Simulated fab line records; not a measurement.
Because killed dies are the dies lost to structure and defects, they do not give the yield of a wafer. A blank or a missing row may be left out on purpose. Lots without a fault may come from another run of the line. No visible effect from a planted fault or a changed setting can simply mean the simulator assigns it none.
Which tool was responsible? || flow nand harc || at 1 step of a route of 1159, 12 lots with 36 wafers sampled

== WHAT THE GAUGES READ, wafer by wafer ==
NHARC_P_M0_CD_MEAS_16.
{"lot": "L076", "measured": "day 6 08:03", "on": "cd sem-01", "cd nm (nm)": "89.8 89.4 89.4"}
{"lot": "L077", "measured": "day 6 12:59", "on": "cd sem-01", "cd nm (nm)": "90.0 89.3 89.5"}
{"lot": "L078", "measured": "day 6 21:08", "on": "cd sem-02", "cd nm (nm)": "88.2 89.3 88.8"}
{"lot": "L081", "measured": "day 7 17:38", "on": "cd sem-02", "cd nm (nm)": "87.9 88.9 88.5"}
{"lot": "L083", "measured": "day 8 03:10", "on": "cd sem-01", "cd nm (nm)": "90.2 89.4 90.0"}
{"lot": "L087", "measured": "day 8 22:55", "on": "cd sem-01", "cd nm (nm)": "89.3 89.3 89.1"}
{"lot": "L086", "measured": "day 9 01:34", "on": "cd sem-03", "cd nm (nm)": "88.0 88.8 88.2"}
{"lot": "L089", "measured": "day 9 19:50", "on": "cd sem-03", "cd nm (nm)": "89.3 88.5 89.8"}
{"lot": "L090", "measured": "day 9 23:50", "on": "cd sem-03", "cd nm (nm)": "89.2 89.2 89.4"}
{"lot": "L092", "measured": "day 10 16:46", "on": "cd sem-01", "cd nm (nm)": "90.5 90.5 90.2"}
{"lot": "L097", "measured": "day 11 11:07", "on": "cd sem-01", "cd nm (nm)": "89.2 88.8 90.5"}
{"lot": "L096", "measured": "day 11 17:52", "on": "cd sem-03", "cd nm (nm)": "90.2 91.6 90.2"}

== WHAT TOOL EACH LOT RAN ON (gives the tool, then ch and the chambers of the sampled wafers, and finally the start) ==
The record shows no process step preceding these readings.

== THE ANSWER, worked out from the rows above alone ==
Rule: usual is defined by the lots themselves. The widest of any qualifying gaps counts: lots, ordered by their means at a reading, are off when they make up no more than a third of the lots, leave a main group of 4 or more, and stand apart from it by 3 or more times the standard deviation of that group's means. If all means in a main group match to the digits the tables above print for the reading, that group is not used. Also off: a lot with no number at a reading for which 4 or more lots have one. Where the step has rows for the other lots, those lots are counted as sound.
No lot is off at any reading shown: from this, nothing can be told.

== WHAT THE SIMULATOR HAD PUT IN ==
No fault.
